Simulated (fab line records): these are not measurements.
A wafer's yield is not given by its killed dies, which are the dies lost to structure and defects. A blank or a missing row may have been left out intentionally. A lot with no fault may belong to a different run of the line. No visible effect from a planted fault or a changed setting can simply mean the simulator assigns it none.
Split-lot experiment ; flow n5 finfet ; 21 wafers read across 7 lots, on a route 1938 steps long

## THE SPLIT
At N5_BEOL_M11_COAT_05 (resist thk 90 nm), the setting spin rpm was moved away from the recipe's 1500 rpm on 6 of the 21 wafers read, by -10.7% to +4.3%. All remaining wafers had this setting at the recipe value.

## FROM THE SPLIT TO THE READING: what the file shows between them, 2 steps
- N5_BEOL_M11_EBR_07
- N5_BEOL_M11_SOFTBAKE_06: time 60 s

## THE READING
CAR-ArF_of_BEOL_M11_COAT_05.thk nm (the simulator's own value, which no gauge read), in nm, at N5_BEOL_M11_DESCUM_16 (chemistry O2, time 7.9 s). The file does not state a usual value for it. The 15 wafers here that ran the recipe average 83.2 nm, standard deviation 0.31 nm.

wafer;tool, chamber at the split;spin rpm as run, rpm;against the recipe;CAR-ArF_of_BEOL_M11_COAT_05.thk nm, nm;against lot-mates on the recipe
L076.2;litho track-05, 0;1500;recipe;83.8;-
L076.3;litho track-05, 0;1373;-8.5%;88;+4.2
L076.6;litho track-05, 0;1373;-8.5%;87.8;+4.0
L086.1;litho track-05, 0;1500;recipe;83.4;-
L086.5;litho track-05, 0;1500;recipe;83.6;-
L086.6;litho track-05, 0;1500;recipe;83;-
L088.1;litho track-04, 0;1340;-10.7%;88.4;+5.0
L088.5;litho track-04, 0;1500;recipe;83.4;-
L088.6;litho track-04, 0;1340;-10.7%;88.6;+5.2
L087.1;litho track-04, 0;1500;recipe;82.8;-
L087.2;litho track-04, 0;1500;recipe;82.6;-
L087.4;litho track-04, 0;1500;recipe;83.2;-
L089.1;litho track-03, 0;1500;recipe;83.2;-
L089.2;litho track-03, 0;1564;+4.3%;81.6;-1.7
L089.3;litho track-03, 0;1500;recipe;83.4;-
L094.1;litho track-03, 0;1500;recipe;83.2;-
L094.3;litho track-03, 0;1500;recipe;83.4;-
L094.6;litho track-03, 0;1500;recipe;83.4;-
L095.2;litho track-04, 0;1500;recipe;82.8;-
L095.3;litho track-04, 0;1397;-6.9%;86.2;+3.2
L095.4;litho track-04, 0;1500;recipe;83.2;-

THE FIT
A straight line over all 21 wafers: CAR-ArF_of_BEOL_M11_COAT_05.thk nm changes by -0.498 nm for each +1% of spin rpm; r = -0.99; the points scatter about the line by 0.35 nm.
The same after taking each lot's own level away (the mean of its wafers on the recipe; 21 wafers): -0.473 nm for each +1%; r = -1.00; scatter 0.19 nm.
Per that fit: largest spin rpm move, reading shift of 5 nm.
Across the lots, their own levels run from 82.87 to 83.80 nm, a range of 3.0 times the standard deviation given above.
So the lot-to-lot level changes the slope little: the two slopes agree.
Check: for one of the wafers moved furthest among these (-10.7%), held out of the fit, the line's prediction against its lot-mates is +5.1 nm. It came out at +5 nm against them.

## THE WHOLE CHAIN: every reading that the file lists as answering this split, in the file's order
step;what it does;reading;change (the file's fit);r (the file's)
N5_BEOL_M11_COAT_05;resist thk 90 nm;CAR-ArF_of_BEOL_M11_COAT_05.thk nm (the simulator's own value, which no gauge read);-0.489 nm for each +1% of the setting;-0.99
N5_BEOL_M11_DESCUM_16;chemistry O2, time 7.9 s;CAR-ArF_of_BEOL_M11_COAT_05.thk nm (the simulator's own value, which no gauge read);-0.472 nm for each +1% of the setting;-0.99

## THE FILE'S OWN FIT
CAR-ArF_of_BEOL_M11_COAT_05.thk nm changes by -0.472 nm for each +1% of spin rpm, r = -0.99.
